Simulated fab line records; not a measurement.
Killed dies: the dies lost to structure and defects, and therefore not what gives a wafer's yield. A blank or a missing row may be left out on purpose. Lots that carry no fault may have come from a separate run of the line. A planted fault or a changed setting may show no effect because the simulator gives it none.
A struck lot beside a sound one + flow nand harc + 40 steps out of a route of 1159
Sound: the wafers L960.2, L960.4, L960.6. Struck: wafer L965.1. (L965.2, L965.3 of the same lot were not struck and are left out.) The cause comes at the end.
Per side, at each step with rows, come the tool, then ch with its chambers, and then its first start. Under that, the readings that differ: sound wafers + struck wafers + difference of the means + sigmas: that difference in standard deviations of wafers without a fault.
alike: same words and numbers on both sides, and readings whose means sit less than 2 such deviations apart. not compared: any withheld reading, any reading some wafer has no value for, any bound like >300 that may hide the same value, and any number with overlapping values for which the record gives no deviation.
The two part at a step that has a row with sigmas, a row that says differs or no value, or rows on one side only. Numbers that don't overlap but have no deviation are shown without sigmas and don't part them. A reading that every wafer of one side lacks parts them only if that side has two wafers or more.

NHARC_P_CONTACT_OVL_MEAS_13:
  sound on overlay-01 at day 7 02:07; struck on overlay-02 at day 8 21:22
  alike: overlay x nm, overlay y nm
NHARC_P_CONTACT_INSPECT_14:
  sound on defect inspect-01 at day 7 02:08; struck on defect inspect-01 at day 8 21:23
  alike: raw defect count
NHARC_P_CONTACT_DESCUM_17: chemistry O2, time 3 s.
  sound on rie diel-04 ch 0,1,2, day 7 02:13; struck on rie diel-04 ch 3, day 8 21:27
| reading                        | sound             | struck | difference | sigmas |
|--------------------------------|-------------------|--------|------------|--------|
| chamber pressure mTorr (mTorr) | 60.05 59.96 60.13 | 59.84  | -0.21      | -3     |
  alike: drypump motor current A, oes product au, rf vpp V, showerhead plenum p Torr, throttle valve pct
  not compared: rf hours counter h
then, 5 steps without rows for these wafers: NHARC_P_CONTACT_ETCH_35 (etches the open film in CF4, target depth 39 nm, time 65 s); NHARC_P_CONTACT_ETCH_36 (etches the open film in N2/H2, target depth 260 nm, time 406.25 s); NHARC_P_CONTACT_ETCH_18 (etches the open film in C4F8/O2/Ar, target depth 481 nm, time 240.5 s); NHARC_P_CONTACT_STRIP_37 (strips in C4F8/O2/Ar); NHARC_P_CONTACT_ETCH_31 (etches the open film in CH3F/O2, target depth 30 nm, time 85.7 s).
NHARC_P_CONTACT_CD_MEAS_19:
  sound on cd sem-03 at day 7 03:05; struck on cd sem-01 at day 8 22:20
  alike: cd nm
then, 3 steps without rows for these wafers: NHARC_P_CONTACT_STRIP_28 (strips in O2); NHARC_P_CONTACT_STRIP_29 (strips in post etch residue remover, time 1200 s); NHARC_P_CONTACT_DEGAS_38 (time 60 s).
NHARC_P_CONTACT_PRE_CLEAN_39: time 19.5 s.
  sound on pvd sputter-02 at day 7 03:52; struck on pvd sputter-03 at day 8 23:06
NHARC_P_CONTACT_PVD_32: deposits Ti, target thk 5 nm, time 17.7 s.
  sound on pvd sputter-02; struck on pvd sputter-03
  alike: throttle valve pct
then, 2 steps without rows for these wafers: NHARC_P_CONTACT_ALD_22 (deposits TiN, target thk 3 nm, pulse time 1 s, ald cycles 150); NHARC_P_CONTACT_CVD_23 (deposits W, target thk 200 nm, time 557 s).
NHARC_P_CONTACT_CMP_24: polishes, t overpolish 30 s, target thk 200 nm.
  sound on cmp-03 ch 1,2, day 7 09:25; struck on cmp-04 ch 3, day 9 02:02
| reading              | sound                | struck | difference | sigmas |
|----------------------|----------------------|--------|------------|--------|
| overpolish run s (s) | 30.016 30.019 30.006 | 29.993 | -0.021     | -2     |
  alike: motor current A, slurry filter dp kPa, time to endpoint s
then, 11 steps without rows for these wafers: NHARC_P_CONTACT_SRD_26; NHARC_P_M0_DEP_00 (deposits SiOC, target thk 150 nm); NHARC_P_M0_DEHYDRATE_01 (time 120 s); NHARC_P_M0_HMDS_02 (time 30 s); NHARC_P_M0_COAT_33 (time 65 s); NHARC_P_M0_COAT_03 (resist thk 90 nm); NHARC_P_M0_SOFTBAKE_04 (time 55 s); NHARC_P_M0_EBR_05; NHARC_P_M0_EXPOSE_06 (exposes mask P M0, target cd 90 nm); NHARC_P_M0_PEB_07 (peb time 65 s); NHARC_P_M0_DEVELOP_08 (develop time 35 s).
NHARC_P_M0_CD_MEAS_09: the cd target is 90 nm.
  sound on cd sem-02 ch 0, day 7 10:44; struck on cd sem-01 ch 0, day 9 03:20
| reading    | sound          | struck | difference | sigmas |
|------------|----------------|--------|------------|--------|
| cd nm (nm) | 90.7 90.2 90.9 | 89.3   | -1.3       | -2     |
NHARC_P_M0_OVL_MEAS_10: pitch 180 nm.
  sound on overlay-01 at day 7 10:49; struck on overlay-01 at day 9 03:26
  alike: overlay x nm, overlay y nm
then, 3 steps without rows for these wafers: NHARC_P_M0_DESCUM_14 (chemistry O2, time 3 s); NHARC_P_M0_ETCH_34 (etches the open film in N2/H2, target depth 40 nm, overetch 12 nm, time 43.94 s); NHARC_P_M0_ETCH_15 (etches the open film in C4F8/Ar, target depth 150 nm, overetch 15 nm, time 82.5 s).
NHARC_P_M0_CD_MEAS_16:
  sound on cd sem-02 at day 7 11:13; struck on cd sem-02 at day 9 04:10
| reading    | sound          | struck | difference | sigmas |
|------------|----------------|--------|------------|--------|
| cd nm (nm) | 90.0 89.0 90.6 | 88.2   | -1.7       | -2     |
then, 2 steps without rows for these wafers: NHARC_P_M0_STRIP_18 (strips in N2/H2); NHARC_P_M0_STRIP_19 (strips in post etch residue remover, time 600 s).
NHARC_P_M0_DEGAS_28: time 60 s.
  sound on pvd sputter-02 at day 7 11:52; struck on pvd sputter-02 at day 9 04:47
  alike: heater power w
then, 1 step without rows for these wafers: NHARC_P_M0_PRE_CLEAN_29 (time 30 s).
NHARC_P_M0_PVD_20: deposits TaN, target thk 5 nm, time 8.06 s.
  sound on pvd sputter-02; struck on pvd sputter-02
  alike: throttle valve pct
-- break in the record here, with 13 days between the starts of the struck wafers on either side (left off in module P_M0, picked up again in module END, where the first step shown is number 1159 on the route) --
NHARC_END_SORT_01:
  only the struck wafers appear in the record here, on prober-01 ch 0 at day 22 09:36; the sound ones have no rows

## WHERE THEY PART
Earliest at NHARC_P_CONTACT_DESCUM_17; latest, in this record, at NHARC_END_SORT_01.

WHY: what the simulator had put in
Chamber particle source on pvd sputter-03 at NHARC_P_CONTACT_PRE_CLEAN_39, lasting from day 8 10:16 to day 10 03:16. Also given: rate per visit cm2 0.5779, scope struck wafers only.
